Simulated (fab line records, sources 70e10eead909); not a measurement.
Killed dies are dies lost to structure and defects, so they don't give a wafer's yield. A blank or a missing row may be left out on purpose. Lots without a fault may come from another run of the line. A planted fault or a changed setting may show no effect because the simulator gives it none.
A struck lot beside a sound one | flow nand_harc | 33 steps out of a route of 1302
Sound: wafers L900.1, L900.3, L900.5. Struck: wafer L896.4. (L896.3, L896.5 of the same lot were not struck and are left out.) The cause comes at the end.
At each step with rows: each side's tool, then ch and its chambers, then its first start. Under that, the readings that differ: sound wafers | struck wafers | difference of the means | sigmas: that difference in standard deviations of wafers without a fault.
alike: readings whose means differ by less than 2 such deviations, and words and numbers that are the same on both sides. not compared: withheld readings, readings that some wafer has no value for, bounds like >300 that may hide the same value, and numbers for which the record gives no deviation and whose values overlap.
The two part at a step that has a row with sigmas, a row that says differs or no value, or rows on one side only. Numbers that don't overlap but have no deviation are shown without sigmas and don't part them. A reading that every wafer of one side lacks parts them only if that side has two wafers or more.

first, 8 steps without rows for these wafers: NHARC_A_BLC_DESCUM_15 (chemistry O2, time 3 s); NHARC_A_BLC_ETCH_16 (etches the open film in CF4, target depth 39 nm, time 65 s); NHARC_A_BLC_ETCH_17 (etches the open film in N2/H2, target depth 390 nm, time 609.38 s); NHARC_A_BLC_ETCH_18 (etches the open film in C4F8/O2/Ar, target depth 910 nm); NHARC_A_BLC_STRIP_29 (strips in CF4); NHARC_A_BLC_STRIP_21 (strips in O2); NHARC_A_BLC_STRIP_22 (strips in post etch residue remover, time 600 s); NHARC_A_BLC_DEGAS_30 (time 60 s).
NHARC_A_BLC_PRE_CLEAN_31: time 15 s.
  sound on pvd_sputter-01, day 31 06:32; struck on pvd_sputter-03, day 28 21:52
then, 23 steps without rows for these wafers: NHARC_A_BLC_PVD_32 (deposits Ti, target thk 5 nm, time 17.7 s); NHARC_A_BLC_ALD_23 (deposits TiN, target thk 3 nm, pulse time 1 s, ald cycles 150); NHARC_A_BLC_CVD_24 (deposits W, target thk 150 nm, time 434 s); NHARC_A_BLC_CMP_25 (polishes, t overpolish 30 s, target thk 150 nm); NHARC_A_BLC_SRD_27; NHARC_A_M0_DEP_00 (deposits SiOC, target thk 150 nm); NHARC_A_M0_DEHYDRATE_01 (time 120 s); NHARC_A_M0_HMDS_02 (time 30 s); NHARC_A_M0_COAT_33 (time 65 s); NHARC_A_M0_COAT_03 (resist thk 90 nm); NHARC_A_M0_SOFTBAKE_04 (time 55 s); NHARC_A_M0_EBR_05; NHARC_A_M0_EXPOSE_06 (exposes mask A M0, target cd 80 nm); NHARC_A_M0_PEB_07 (peb time 65 s); NHARC_A_M0_DEVELOP_08 (develop time 35 s); NHARC_A_M0_DESCUM_14 (chemistry O2, time 3 s); NHARC_A_M0_ETCH_34 (etches the open film in N2/H2, target depth 40 nm, overetch 12 nm, time 43.94 s); NHARC_A_M0_ETCH_15 (etches the open film in C4F8/Ar, target depth 150 nm, overetch 15 nm, time 82.5 s); NHARC_A_M0_STRIP_18 (strips in N2/H2); NHARC_A_M0_STRIP_19 (strips in post etch residue remover, time 600 s); NHARC_A_M0_DEGAS_28 (time 60 s); NHARC_A_M0_PRE_CLEAN_29 (time 30 s); NHARC_A_M0_PVD_20 (deposits TaN, target thk 5 nm, time 8.06 s).
NHARC_END_SORT_01:
  sound on prober-01 ch 0, day 33 04:41; struck on prober-01 ch 0, day 30 17:19
  reading             | sound    | struck | difference | sigmas
  killed_at_array     | 57 60 56 | 108    | +50        | +3
  killed_at_periphery | 7 3 1    | 9      | +5         | +3
  killed_dies         | 68 65 59 | 117    | +53        | +3
  killed_open         | 1 1 2    | 9      | +8         | +4
  alike: killed_at_other, killed_short

WHERE THEY PART
Only at NHARC_END_SORT_01, within this record.

WHY: what the simulator had put in
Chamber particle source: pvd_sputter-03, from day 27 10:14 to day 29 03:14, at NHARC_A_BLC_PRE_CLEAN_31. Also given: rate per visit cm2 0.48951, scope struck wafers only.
